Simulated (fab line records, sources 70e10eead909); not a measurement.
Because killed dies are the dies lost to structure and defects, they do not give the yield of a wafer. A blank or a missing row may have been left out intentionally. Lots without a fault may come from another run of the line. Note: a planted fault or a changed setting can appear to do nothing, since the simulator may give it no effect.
Matching of chambers || flow nandHarc || pecvd-03 running NHARC_P_M0_PRE_CLEAN_31: 3 sister chambers
The step time 12 s. 3 wafers are shown with their chamber, then 11 later ones without.

== WAFERS PAIRED WITH THEIR CHAMBERS ==
{"wafer": "L088.2", "chamber": 1, "heaterPowerW (W)": 714}
{"wafer": "L088.3", "chamber": 0, "heaterPowerW (W)": 691}
{"wafer": "L089.1", "chamber": 2, "heaterPowerW (W)": 658}

== WAFERS WITH NO CHAMBER GIVEN ==
{"wafer": "L089.2", "heaterPowerW (W)": 594}
{"wafer": "L089.5", "heaterPowerW (W)": 691}
{"wafer": "L092.1", "heaterPowerW (W)": 569}
{"wafer": "L092.3", "heaterPowerW (W)": 641}
{"wafer": "L092.4", "heaterPowerW (W)": 607}
{"wafer": "L093.1", "heaterPowerW (W)": 659}
{"wafer": "L093.2", "heaterPowerW (W)": 702}
{"wafer": "L093.6", "heaterPowerW (W)": 646}
{"wafer": "L094.1", "heaterPowerW (W)": 634}
{"wafer": "L094.4", "heaterPowerW (W)": 645}
{"wafer": "L094.6", "heaterPowerW (W)": 630}

== THE CHAMBER EACH PASSED THROUGH ==
{"wafer": "L089.2", "from the rows above": "can't be placed: 2 or 0 or 1", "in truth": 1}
{"wafer": "L089.5", "from the rows above": "can't be placed: 0 or 1 or 2", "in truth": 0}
{"wafer": "L092.1", "from the rows above": "can't be placed: 2 or 0 or 1", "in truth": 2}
{"wafer": "L092.3", "from the rows above": "can't be placed: 2 or 0 or 1", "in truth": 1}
{"wafer": "L092.4", "from the rows above": "can't be placed: 2 or 0 or 1", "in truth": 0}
{"wafer": "L093.1", "from the rows above": "can't be placed: 2 or 0 or 1", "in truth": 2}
{"wafer": "L093.2", "from the rows above": "can't be placed: 0 or 1 or 2", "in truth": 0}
{"wafer": "L093.6", "from the rows above": "can't be placed: 2 or 0 or 1", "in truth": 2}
{"wafer": "L094.1", "from the rows above": "can't be placed: 2 or 0 or 1", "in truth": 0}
{"wafer": "L094.4", "from the rows above": "can't be placed: 2 or 0 or 1", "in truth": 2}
{"wafer": "L094.6", "from the rows above": "can't be placed: 2 or 0 or 1", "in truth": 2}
Placed correctly: 0 of 11. Unplaceable from these rows: 11, with the true chamber sitting among the candidates in 11. Number placed wrongly: 0.
How it was worked out, from the rows above alone: a wafer's distance from a chamber is the root of the sum, over the readings, of the square of ((its reading less the chamber's mean) divided by the reading's scatter). If the next closest chamber is less than 2 further off than the closest, the wafer can't be placed; otherwise it belongs to the closest. For every chamber, the mean is computed from those of its wafers that are shown. The scatter: with one shown wafer a chamber, the root of the mean of the squares of how far each hidden wafer lies from its nearest shown one.
